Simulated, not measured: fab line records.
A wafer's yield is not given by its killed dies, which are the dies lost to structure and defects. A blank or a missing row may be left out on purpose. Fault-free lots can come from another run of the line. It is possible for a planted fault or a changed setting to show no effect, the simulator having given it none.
Chamber matching	flow n5_finfet	4 sister chambers for N5_BEOL_M9_CMP_52 on cmp-02
The step polishes, stops on SiCOH lowk, t overpolish 7 s, target thk 140 nm. 8 wafers are shown with their chamber, then 7 later ones without.

== WAFERS PAIRED WITH THEIR CHAMBERS ==
wafer	chamber	motor_current_A (A)	overpolish_run_s (s)
L074.6	1	6.2	7.004
L075.4	3	7.0	6.983
L077.6	3	6.9	7.009
L083.2	0	6.2	7.013
L083.3	1	6.2	7.005
L083.4	2	6.5	7.003
L088.2	2	6.0	7.015
L088.3	0	6.4	6.994

== WAFERS WITHOUT THEIR CHAMBER ==
wafer	motor_current_A (A)	overpolish_run_s (s)
L088.4	7.1	7.007
L089.1	6.4	7.010
L089.5	5.9	6.993
L089.6	5.8	6.989
L090.3	6.1	7.002
L090.4	6.9	6.999
L090.5	6.7	7.018

== EACH ONE'S CHAMBER ==
wafer	from the rows above	in truth
L088.4	3	3
L089.1	can't be placed: 0 or 2 or 1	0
L089.5	can't be placed: 1 or 2 or 0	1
L089.6	can't be placed: 1 or 0 or 2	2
L090.3	can't be placed: 1 or 2 or 0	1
L090.4	3	3
L090.5	can't be placed: 3 or 0 or 2 or 1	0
Placed correctly: 2 of 7. Can't be placed from these rows: 5 (the true chamber is among the candidates in 5). Number placed wrongly: 0.
How it was worked out, from the rows above alone: a wafer's distance from a chamber is the root of the sum, over the readings, of the square of ((its reading less the chamber's mean) divided by the reading's scatter). If the next closest chamber is less than 2 further off than the closest, the wafer can't be placed; otherwise it belongs to the closest. Each chamber's mean is taken over the wafers shown for it. The scatter: the root of (the sum of the squares of (reading less its chamber's mean) over the shown wafers, divided by (wafers less chambers)).
